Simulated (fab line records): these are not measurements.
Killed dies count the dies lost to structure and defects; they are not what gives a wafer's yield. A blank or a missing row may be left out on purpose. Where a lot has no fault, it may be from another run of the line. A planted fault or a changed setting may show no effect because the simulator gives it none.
Chamber matching ; flow nand-harc ; NHARC_A_STAIRCASE_DESCUM_270 on rie-diel-12: 4 sister chambers
The step chemistry O2, time 3 s. 4 wafers are shown with their chamber, then 8 later ones without.

WAFERS PAIRED WITH THEIR CHAMBERS
wafer;chamber;drypump-motor-current-A (A)
L079.1;1;6.7
L092.3;3;5.9
L092.4;0;5.9
L093.2;2;5.3

WAFERS WITH NO CHAMBER GIVEN
wafer;drypump-motor-current-A (A)
L093.3;5.8
L093.4;5.9
L095.2;5.9
L095.4;5.3
L095.5;5.8
L097.1;5.8
L097.3;5.3
L097.5;6.7

CHAMBER TAKEN BY EACH
wafer;from the rows above;in truth
L093.3;can't be placed: 0 or 3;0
L093.4;can't be placed: 0 or 3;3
L095.2;can't be placed: 0 or 3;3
L095.4;2;2
L095.5;can't be placed: 0 or 3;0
L097.1;can't be placed: 0 or 3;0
L097.3;2;2
L097.5;1;1
Placed correctly: 3 of 8. Not placeable from these rows: 5 (in 5, the candidates include the true chamber). 0 placed wrongly.
How it was worked out, from the rows above alone: a wafer's distance from a chamber is the root of the sum, over the readings, of the square of ((its reading less the chamber's mean) divided by the reading's scatter). The wafer belongs to the nearest chamber; if the next one is less than 2 further off, it can't be placed. A chamber's mean is the mean of its shown wafers. The scatter: with one shown wafer a chamber, the root of the mean of the squares of how far each hidden wafer lies from its nearest shown one.
